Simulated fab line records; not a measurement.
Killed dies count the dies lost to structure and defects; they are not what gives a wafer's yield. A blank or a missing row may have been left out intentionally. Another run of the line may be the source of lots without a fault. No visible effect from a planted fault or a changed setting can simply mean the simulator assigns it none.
Which tool did it?	flow n5-finfet	Sampling: 12 lots, 36 wafers, 2 of 1938 route steps

## WHAT EACH GAUGE READ, for each wafer
N5_BEOL_M2_CD_MEAS_28: target cd 26.2 nm, target cd y 24.1 nm.
lot	measured	on	cd-nm (nm)
L076	day 6 19:49	cd-sem-02	26.16 26.21 26.41
L077	day 7 08:55	cd-sem-02	26.43 26.32 26.46
L079	day 7 23:26	cd-sem-01	26.20 25.98 26.38
L082	day 8 14:13	cd-sem-01	26.27 26.57 26.36
L083	day 8 23:35	cd-sem-02	25.75 26.30 26.25
L085	day 9 16:05	cd-sem-01	26.14 25.86 26.42
L087	day 10 06:05	cd-sem-02	26.27 26.77 26.35
L089	day 10 15:00	cd-sem-03	26.17 25.63 26.35
L091	day 11 02:48	cd-sem-01	26.07 26.41 26.35
L093	day 11 05:29	cd-sem-03	26.17 26.70 25.96
L095	day 11 17:05	cd-sem-03	26.05 26.41 26.13
L097	day 12 12:11	cd-sem-03	26.46 26.40 26.33

## EACH LOT AND THE TOOL THAT RAN IT (in order: tool; ch and the chambers of the sampled wafers; start)
lot	N5_BEOL_M2_HM_OPEN_17
L076	rie-metal-01 ch 0,1, day 6 19:19
L077	rie-metal-01 ch 0,1, day 7 08:25
L079	rie-metal-02 ch 0,1, day 7 22:48
L082	rie-metal-02 ch 0,1, day 8 13:30
L083	rie-metal-03 ch 0,1, day 8 23:05
L085	rie-metal-01 ch 0,1, day 9 15:32
L087	rie-metal-01 ch 0,1, day 10 05:35
L089	rie-metal-01 ch 0,1, day 10 14:24
L091	rie-metal-01 ch 0,1, day 11 02:17
L093	rie-metal-03 ch 0,1, day 11 04:47
L095	rie-metal-01 ch 0,1, day 11 16:35
L097	rie-metal-03 ch 0,1, day 12 11:33
- N5_BEOL_M2_HM_OPEN_17: chemistry Cl2/BCl3, target TiN, target depth 20 nm, overetch 6 nm.

## THE ANSWER, worked out from the rows above alone
Rule: the lots themselves supply what counts as usual. Put in order of their means at a reading, lots are off if they are a third of the lots or fewer, leave a main group of 4 or more, and stand apart from it by a gap of 3 or more times the standard deviation of the main group's means; of several such gaps the widest counts. If all means in a main group match to the digits the tables above print for the reading, that group is not used. A lot without any number at a reading at which 4 lots or more have one is off too. Any other lot the step has rows for is counted as sound.
No lot is off on any of the readings shown, so nothing can be concluded from this.

## WHAT THE SIMULATOR HAD PUT IN
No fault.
